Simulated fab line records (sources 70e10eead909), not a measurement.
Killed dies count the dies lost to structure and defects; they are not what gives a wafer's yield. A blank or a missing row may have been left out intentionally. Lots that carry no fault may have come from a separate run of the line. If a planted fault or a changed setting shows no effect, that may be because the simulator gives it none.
Which tool is to blame? || flow nand-harc || 7 lots with 21 wafers sampled at 4 steps, on a route of 1302 steps

## WHAT THE GAUGES SHOWED, per wafer
NHARC_P_CONTACT_CD_MEAS_12 targets a cd of 90 nm.
{"lot": "L172", "measured": "day 6 06:44", "on": "cd-sem-02", "cd-nm (nm)": "89.7 90.2 89.7"}
{"lot": "L174", "measured": "day 7 07:28", "on": "cd-sem-01", "cd-nm (nm)": "90.0 90.5 90.7"}
{"lot": "L177", "measured": "day 8 17:16", "on": "cd-sem-03", "cd-nm (nm)": "90.3 90.5 90.7"}
{"lot": "L183", "measured": "day 10 20:41", "on": "cd-sem-03", "cd-nm (nm)": "99.2 98.7 98.0"}
{"lot": "L188", "measured": "day 13 00:38", "on": "cd-sem-02", "cd-nm (nm)": "90.1 90.7 90.5"}
{"lot": "L191", "measured": "day 14 03:25", "on": "cd-sem-01", "cd-nm (nm)": "90.6 89.1 90.7"}
{"lot": "L192", "measured": "day 14 20:02", "on": "cd-sem-02", "cd-nm (nm)": "89.4 91.2 90.1"}

## EACH LOT AND THE TOOL THAT RAN IT (in order: tool; ch and the chambers of the sampled wafers; start)
{"lot": "L172", "NHARC_P_GATE_STRIP_75": "plasma-asher-01 ch 0,1, day 5 23:30", "NHARC_P_GATE_STRIP_113": "plasma-asher-01 ch 0,1, day 6 02:45", "NHARC_P_CONTACT_PEB_10": "litho-track-01 ch 0, day 6 06:40"}
{"lot": "L174", "NHARC_P_GATE_STRIP_75": "plasma-asher-02 ch 0, day 7 00:14", "NHARC_P_GATE_STRIP_113": "plasma-asher-02 ch 1, day 7 03:26", "NHARC_P_CONTACT_PEB_10": "litho-track-06 ch 0, day 7 07:22"}
{"lot": "L177", "NHARC_P_GATE_STRIP_75": "plasma-asher-02 ch 0,1, day 8 09:52", "NHARC_P_GATE_STRIP_113": "plasma-asher-01 ch 0,1, day 8 13:16", "NHARC_P_CONTACT_PEB_10": "litho-track-01 ch 0, day 8 17:11"}
{"lot": "L183", "NHARC_P_GATE_STRIP_75": "plasma-asher-02 ch 0,1, day 10 13:18", "NHARC_P_GATE_STRIP_113": "plasma-asher-02 ch 0,1, day 10 16:34", "NHARC_P_CONTACT_PEB_10": "litho-track-01 ch 0, day 10 20:37"}
{"lot": "L188", "NHARC_P_GATE_STRIP_75": "plasma-asher-01 ch 0,1, day 12 16:46", "NHARC_P_GATE_STRIP_113": "plasma-asher-01 ch 0,1, day 12 19:59", "NHARC_P_CONTACT_PEB_10": "litho-track-06 ch 0, day 13 00:34"}
{"lot": "L191", "NHARC_P_GATE_STRIP_75": "plasma-asher-01 ch 0,1, day 13 20:31", "NHARC_P_GATE_STRIP_113": "plasma-asher-01 ch 0,1, day 13 23:46", "NHARC_P_CONTACT_PEB_10": "litho-track-04 ch 0, day 14 03:20"}
{"lot": "L192", "NHARC_P_GATE_STRIP_75": "plasma-asher-01 ch 0,1, day 14 12:43", "NHARC_P_GATE_STRIP_113": "plasma-asher-01 ch 0,1, day 14 15:54", "NHARC_P_CONTACT_PEB_10": "litho-track-04 ch 0, day 14 19:58"}
- NHARC_P_GATE_STRIP_75: strips in O2.
- NHARC_P_GATE_STRIP_113: strips in N2/H2, time 740 s.
- NHARC_P_CONTACT_PEB_10: peb time 65 s.

## THE ANSWER, worked out from the rows above alone
Rule: the lots themselves supply what counts as usual. The widest of any qualifying gaps counts: lots, ordered by their means at a reading, are off when they make up no more than a third of the lots, leave a main group of 4 or more, and stand apart from it by 3 or more times the standard deviation of that group's means. Not used: any main group whose means are identical at the precision the tables above print for the reading. Also off: a lot with no number at a reading for which 4 or more lots have one. Where the step has rows for the other lots, those lots are counted as sound.
Off: L183, at NHARC_P_CONTACT_CD_MEAS_12 (cd-nm). For the main group the mean is 90.3 nm and the standard deviation 0.22.
If a tool, at a process step before that reading, ran all the lots that are off and no sound lot after the first of them, it fits. Gauges at NHARC_P_CONTACT_CD_MEAS_12: tried the same way as those tools. Can't be told from this: 3 tools fit, plasma-asher-02 at NHARC_P_GATE_STRIP_75 and NHARC_P_GATE_STRIP_113, litho-track-01 at NHARC_P_CONTACT_PEB_10, cd-sem-03 at NHARC_P_CONTACT_CD_MEAS_12.

## WHAT WAS PUT IN BY THE SIMULATOR
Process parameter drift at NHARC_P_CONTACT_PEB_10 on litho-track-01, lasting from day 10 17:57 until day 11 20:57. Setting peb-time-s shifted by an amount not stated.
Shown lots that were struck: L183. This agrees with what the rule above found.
